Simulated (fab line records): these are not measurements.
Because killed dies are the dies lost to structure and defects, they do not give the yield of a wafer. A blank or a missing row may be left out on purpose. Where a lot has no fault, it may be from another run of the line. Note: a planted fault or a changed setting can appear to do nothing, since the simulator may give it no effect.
The tool behind it: which one? + flow n5 finfet + Sampling: 11 lots, 32 wafers, 5 of 1938 route steps

== WHAT THE GAUGES READ, wafer by wafer ==
The record lacks any reading of a measuring or inspecting step that a usual standard deviation could be used to judge.

== WHAT TOOL EACH LOT RAN ON (gives the tool, then ch and the chambers of the sampled wafers, and finally the start) ==
| lot  | N5_BEOL_M8_ETCH_72                 | N5_BEOL_M8_ETCH_41                            | N5_BEOL_M8_CVD_78                | N5_BEOL_M9_ILD_DEP_00           | N5_PASSIVATION_PROBE_49 |
|------|------------------------------------|-----------------------------------------------|----------------------------------|---------------------------------|-------------------------|
| L240 | rie diel-03 ch 0,2,3, day 9 22:10  | rie diel-03 ch 0,2,3, day 9 23:56 or earlier  | cvd co-01 ch 0,1,2, day 9 23:56  | pecvd-01 ch 0,1, day 10 01:05   | -                       |
| L241 | rie diel-03 ch 0,1,3, day 10 17:42 | rie diel-03 ch 0,1,3, day 10 19:35 or earlier | cvd co-02 ch 0,1,2, day 10 19:35 | pecvd-03 ch 0,2, day 10 20:55   | prober-01, day 13 09:19 |
| L243 | rie diel-04 ch 1,2, day 11 03:50   | rie diel-04 ch 1,2, day 11 05:17 or earlier   | cvd co-01 ch 1,2, day 11 05:17   | pecvd-01 ch 0,1,2, day 11 07:14 | -                       |
| L245 | rie diel-01 ch 1,2, day 11 18:04   | rie diel-01 ch 1,2, day 11 19:35 or earlier   | cvd co-01 ch 0,2, day 11 19:35   | pecvd-01 ch 0,2, day 11 20:47   | -                       |
| L247 | rie diel-01 ch 0,1,3, day 11 18:28 | rie diel-01 ch 0,1,3, day 11 20:01 or earlier | cvd co-02 ch 1,2, day 11 20:01   | pecvd-01 ch 0,2, day 11 21:44   | -                       |
| L249 | rie diel-03 ch 0,1, day 12 21:13   | rie diel-03 ch 0,1, day 12 23:11 or earlier   | cvd co-02 ch 0,2, day 12 23:11   | pecvd-01 ch 0,1, day 13 00:20   | -                       |
| L255 | rie diel-04 ch 0,1,2, day 13 15:20 | rie diel-04 ch 0,1,2, day 13 17:30 or earlier | cvd co-01 ch 0,2, day 13 17:30   | pecvd-03 ch 1,2, day 13 20:17   | -                       |
| L256 | rie diel-03 ch 0,1,2, day 13 20:54 | rie diel-03 ch 0,1,2, day 13 22:25 or earlier | cvd co-01 ch 0,2, day 13 22:25   | pecvd-01 ch 0,1,2, day 14 00:07 | prober-01, day 17 06:42 |
| L257 | rie diel-01 ch 0,3, day 14 14:31   | rie diel-01 ch 0,3, day 14 16:12 or earlier   | cvd co-01 ch 0,2, day 14 16:12   | pecvd-02 ch 1,2, day 14 18:46   | prober-01, day 17 15:26 |
| L258 | rie diel-01 ch 0,1,2, day 15 02:55 | rie diel-01 ch 0,1,2, day 15 04:34 or earlier | cvd co-02 ch 1,2, day 15 04:34   | pecvd-02 ch 0,1,2, day 15 06:01 | prober-01, day 18 03:01 |
| L261 | rie diel-03 ch 0,2,3, day 15 12:20 | rie diel-03 ch 0,2,3, day 15 15:19 or earlier | cvd co-02 ch 0,1,2, day 15 15:19 | pecvd-03 ch 0,1,2, day 15 17:19 | -                       |
- N5_BEOL_M8_ETCH_72: etches underlayer in N2/H2, target depth 6.5 nm, time 5.2 s.
- N5_BEOL_M8_ETCH_41: etches SiCN in CH3F/O2, target depth 31.9 nm, time 57.8 s.
- N5_BEOL_M8_CVD_78: deposits Co from CCTBA/H2, target thk 2 nm, time 142.3 s.
- N5_BEOL_M9_ILD_DEP_00: deposits SiCOH lowk from DEMS/porogen, target thk 308.51 nm, time 58 s.
- N5_PASSIVATION_PROBE_49

== AS READ BY THE TOOLS THEMSELVES (means over the sampled wafers that have a number; for cases with no such wafer, the mark the record gives instead) ==
N5_BEOL_M8_ETCH_72. Usual: drypump motor current A 5.6 A, standard deviation 0.39; etch rf on time s 5.16 s, standard deviation 0.12; oes product au 0.68 a.u., standard deviation 0.08; rf vpp V 523.7 V, standard deviation 2; showerhead plenum p Torr 2.53 Torr, standard deviation 0.064; throttle valve pct 17.72 %, standard deviation 0.28.
| lot  | tool        | drypump motor current A (A) | etch rf on time s (s) | oes product au (a.u.) | rf vpp V (V) | showerhead plenum p Torr (Torr) | throttle valve pct (%) | flag |
|------|-------------|-----------------------------|-----------------------|-----------------------|--------------|---------------------------------|------------------------|------|
| L240 | rie diel-03 | 5.8                         | 5.24                  | 0.65                  | 523.1        | 2.54                            | 17.87                  |      |
| L241 | rie diel-03 | 5.6                         | 5.17                  | 0.65                  | 524.7        | 2.53                            | 17.99                  |      |
| L243 | rie diel-04 | 5.4                         | 5.15                  | 0.71                  | 522.5        | 2.47                            | 17.66                  |      |
| L245 | rie diel-01 | 5.9                         | 5.25                  | 0.73                  | 522.3        | 2.52                            | 17.54                  |      |
| L247 | rie diel-01 | 5.6                         | 5.13                  | 0.63                  | 523.2        | 2.52                            | 17.64                  |      |
| L249 | rie diel-03 | 5.5                         | 5.13                  | 0.68                  | 523.5        | 2.55                            | 17.82                  |      |
| L255 | rie diel-04 | 5.7                         | 5.18                  | 0.73                  | 523.9        | 2.46                            | 17.55                  |      |
| L256 | rie diel-03 | 5.7                         | 5.19                  | 0.67                  | 524.4        | 2.55                            | 17.71                  |      |
| L257 | rie diel-01 | 5.5                         | 5.08                  | 0.70                  | 527.6        | 2.66                            | 17.70                  |      |
| L258 | rie diel-01 | 5.8                         | 5.06                  | 0.73                  | 524.8        | 2.58                            | 17.49                  |      |
| L261 | rie diel-03 | 5.8                         | 5.13                  | 0.68                  | 523.0        | 2.52                            | 17.79                  |      |

N5_BEOL_M8_ETCH_41. Usual: drypump motor current A 5.6 A, standard deviation 0.39; oes product au 0.79 a.u., standard deviation 0.093; rf vpp V 297.2 V, standard deviation 1.5; showerhead plenum p Torr 1.99 Torr, standard deviation 0.055; throttle valve pct 16.24 %, standard deviation 0.27.
| lot  | tool        | drypump motor current A (A) | oes product au (a.u.) | rf vpp V (V) | showerhead plenum p Torr (Torr) | throttle valve pct (%) | flag |
|------|-------------|-----------------------------|-----------------------|--------------|---------------------------------|------------------------|------|
| L240 | rie diel-03 | 5.8                         | 0.76                  | 296.9        | 1.99                            | 16.33                  |      |
| L241 | rie diel-03 | 5.6                         | 0.75                  | 297.1        | 1.99                            | 16.48                  |      |
| L243 | rie diel-04 | 5.4                         | 0.83                  | 296.3        | 1.94                            | 16.12                  |      |
| L245 | rie diel-01 | 5.9                         | 0.85                  | 296.1        | 2.00                            | 16.09                  |      |
| L247 | rie diel-01 | 5.6                         | 0.73                  | 297.9        | 2.00                            | 16.26                  |      |
| L249 | rie diel-03 | 5.5                         | 0.79                  | 297.8        | 2.01                            | 16.34                  |      |
| L255 | rie diel-04 | 5.7                         | 0.85                  | 296.2        | 1.93                            | 16.10                  |      |
| L256 | rie diel-03 | 5.7                         | 0.78                  | 297.3        | 2.01                            | 16.22                  |      |
| L257 | rie diel-01 | 5.5                         | 0.82                  | 300.1        | 2.09                            | 16.23                  |      |
| L258 | rie diel-01 | 5.8                         | 0.85                  | 298.8        | 2.04                            | 16.06                  |      |
| L261 | rie diel-03 | 5.8                         | 0.80                  | 297.1        | 1.97                            | 16.25                  |      |

N5_BEOL_M8_CVD_78. Usual: run length s at 165.2 s, with a standard deviation of 0.41.
| lot  | tool      | run length s (s) | flag |
|------|-----------|------------------|------|
| L240 | cvd co-01 | 165.1            |      |
| L241 | cvd co-02 | 165.1            |      |
| L243 | cvd co-01 | 165.2            |      |
| L245 | cvd co-01 | 165.1            |      |
| L247 | cvd co-02 | 138.0            | OFF  |
| L249 | cvd co-02 | 137.5            | OFF  |
| L255 | cvd co-01 | 165.3            |      |
| L256 | cvd co-01 | 165.4            |      |
| L257 | cvd co-01 | 165.4            |      |
| L258 | cvd co-02 | 165.1            |      |
| L261 | cvd co-02 | 165.1            |      |

N5_BEOL_M9_ILD_DEP_00. Usual: heater power outer w 144 W, standard deviation 29; heater power w 306 W, standard deviation 47; showerhead plenum p Torr 5.729 Torr, standard deviation 0.018; susceptor temp C 299.99 C, standard deviation 0.19; throttle valve pct 13.6 %, standard deviation 0.61.
| lot  | tool     | heater power outer w (W) | heater power w (W) | showerhead plenum p Torr (Torr) | susceptor temp C (C) | throttle valve pct (%) | flag |
|------|----------|--------------------------|--------------------|---------------------------------|----------------------|------------------------|------|
| L240 | pecvd-01 | 135                      | 267                | 5.726                           | 300.07               | 13.8                   |      |
| L241 | pecvd-03 | 141                      | 284                | 5.750                           | 299.56               | 13.2                   |      |
| L243 | pecvd-01 | 153                      | 310                | 5.713                           | 299.91               | 13.6                   |      |
| L245 | pecvd-01 | 174                      | 338                | 5.724                           | 299.80               | 13.3                   |      |
| L247 | pecvd-01 | 180                      | 359                | 5.726                           | 300.05               | 13.1                   |      |
| L249 | pecvd-01 | 126                      | 256                | 5.726                           | 299.99               | 13.9                   |      |
| L255 | pecvd-03 | 103                      | 240                | 5.752                           | 299.97               | 12.7                   |      |
| L256 | pecvd-01 | 171                      | 339                | 5.726                           | 299.86               | 13.6                   |      |
| L257 | pecvd-02 | 136                      | 304                | 5.726                           | 300.12               | 13.6                   |      |
| L258 | pecvd-02 | 146                      | 322                | 5.719                           | 300.08               | 13.9                   |      |
| L261 | pecvd-03 | 126                      | 282                | 5.757                           | 300.02               | 13.2                   |      |

N5_PASSIVATION_PROBE_49. Usual: defect limited yield 91.1 %, standard deviation 1.4; killed_at_M0_to_M3 36, standard deviation 9.9; killed_at_M4_up 13, standard deviation 5.8; killed at contacts 14, standard deviation 5.9; killed at front end 39, standard deviation 11; killed at other 3.4, standard deviation 2.9; killed dies 105, standard deviation 17; killed open 70, standard deviation 13; killed short 34, standard deviation 7.3; sort_bin_4_leakage 0.00 %, standard deviation 0.0072; sort_bin_5_function 5.3 %, standard deviation 1; sort_bin_6_memory 3.3 %, standard deviation 0.62; sort n pass 1075, standard deviation 17; sort yield pct 91.1 %, standard deviation 1.4.
| lot  | tool      | defect limited yield (%) | killed_at_M0_to_M3 | killed_at_M4_up | killed at contacts | killed at front end | killed at other | killed dies | killed open | killed short | sort_bin_4_leakage (%) | sort_bin_5_function (%) | sort_bin_6_memory (%) | sort n pass | sort yield pct (%) | flag |
|------|-----------|--------------------------|--------------------|-----------------|--------------------|---------------------|-----------------|-------------|-------------|--------------|------------------------|-------------------------|-----------------------|-------------|--------------------|------|
| L241 | prober-01 | 91.6                     | 36                 | 5               | 12                 | 44                  | 1.3             | 99          | 68          | 31           | 0.00                   | 4.9                     | 3.2                   | 1081        | 91.6               |      |
| L256 | prober-01 | 89.0                     | 36                 | 10              | 15                 | 65                  | 3.3             | 130         | 80          | 47           | 0.00                   | 6.6                     | 4.0                   | 1050        | 89.0               |      |
| L257 | prober-01 | 89.5                     | 43                 | 18              | 10                 | 52                  | 1.0             | 124         | 80          | 40           | 0.00                   | 6.3                     | 3.8                   | 1056        | 89.5               |      |
| L258 | prober-01 | 91.4                     | 26                 | 26              | 14                 | 33                  | 2.7             | 102         | 72          | 29           | 0.00                   | 5.4                     | 2.8                   | 1078        | 91.4               |      |

== THE ANSWER, worked out from the rows above alone ==
Rule: lot off if the mean of its wafers having a number is beyond 3 standard deviations from the usual mean. A lot without any number at a reading at which 4 lots or more have one is off too. All remaining lots with rows at the step are treated as sound. After the gauges, taken in route order, come the tools' own readings; for these a lot's mean is taken, as printed above. At the first step where some lot is off, the reading lying furthest off is the one used; lots without a number count as furthest.
Off: L247, L249 (N5_BEOL_M8_CVD_78, run length s).
If a tool, at that step or one of the process steps before it, ran each lot that is off and ran no sound lot following the first of them, it fits. With no start given for some of its lots, N5_BEOL_M8_ETCH_41 uses the hours and lot order of N5_BEOL_M8_CVD_78. Of those tried, none fits.

== WHAT THE SIMULATOR HAD PUT IN ==
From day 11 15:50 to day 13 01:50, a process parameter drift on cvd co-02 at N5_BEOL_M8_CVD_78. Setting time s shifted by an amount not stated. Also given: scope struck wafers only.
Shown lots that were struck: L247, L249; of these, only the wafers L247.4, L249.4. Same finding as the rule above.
